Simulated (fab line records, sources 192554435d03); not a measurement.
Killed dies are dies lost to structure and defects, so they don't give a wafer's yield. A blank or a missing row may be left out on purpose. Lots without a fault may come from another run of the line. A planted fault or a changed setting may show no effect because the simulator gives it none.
Chamber matching | flow n5_finfet | N5_HKMG_FIN_ALD_91 on ald_metal-03: 4 sister chambers
The step deposits TiN, target thk 1 nm, pulse time 1 s, purge time 3 s. 4 wafers are shown with their chamber, then 10 later ones without.

WAFERS WITH THEIR CHAMBER
wafer  | chamber | heater_power_w (W)
L084.5 | 3       | 954
L086.5 | 1       | 785
L089.1 | 2       | 800
L089.2 | 0       | 948

WAFERS WITHOUT THEIR CHAMBER
wafer  | heater_power_w (W)
L089.5 | 964
L091.3 | 831
L091.4 | 831
L091.6 | 789
L092.3 | 786
L092.5 | 967
L092.6 | 814
L093.1 | 959
L093.3 | 812
L093.6 | 824

WHICH CHAMBER EACH WENT THROUGH
wafer  | from the rows above     | in truth
L089.5 | can't be placed: 3 or 0 | 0
L091.3 | can't be placed: 2 or 1 | 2
L091.4 | can't be placed: 2 or 1 | 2
L091.6 | can't be placed: 1 or 2 | 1
L092.3 | can't be placed: 1 or 2 | 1
L092.5 | can't be placed: 3 or 0 | 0
L092.6 | can't be placed: 2 or 1 | 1
L093.1 | can't be placed: 3 or 0 | 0
L093.3 | can't be placed: 2 or 1 | 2
L093.6 | can't be placed: 2 or 1 | 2
Placed correctly: 0 of 10. Can't be placed from these rows: 10 (the true chamber is among the candidates in 10). Placed wrongly: 0.
How it was worked out, from the rows above alone: a wafer's distance from a chamber is the root of the sum, over the readings, of the square of ((its reading less the chamber's mean) divided by the reading's scatter). The wafer belongs to the nearest chamber; if the next one is less than 2 further off, it can't be placed. A chamber's mean is the mean of its shown wafers. The scatter: with one shown wafer a chamber, the root of the mean of the squares of how far each hidden wafer lies from its nearest shown one.
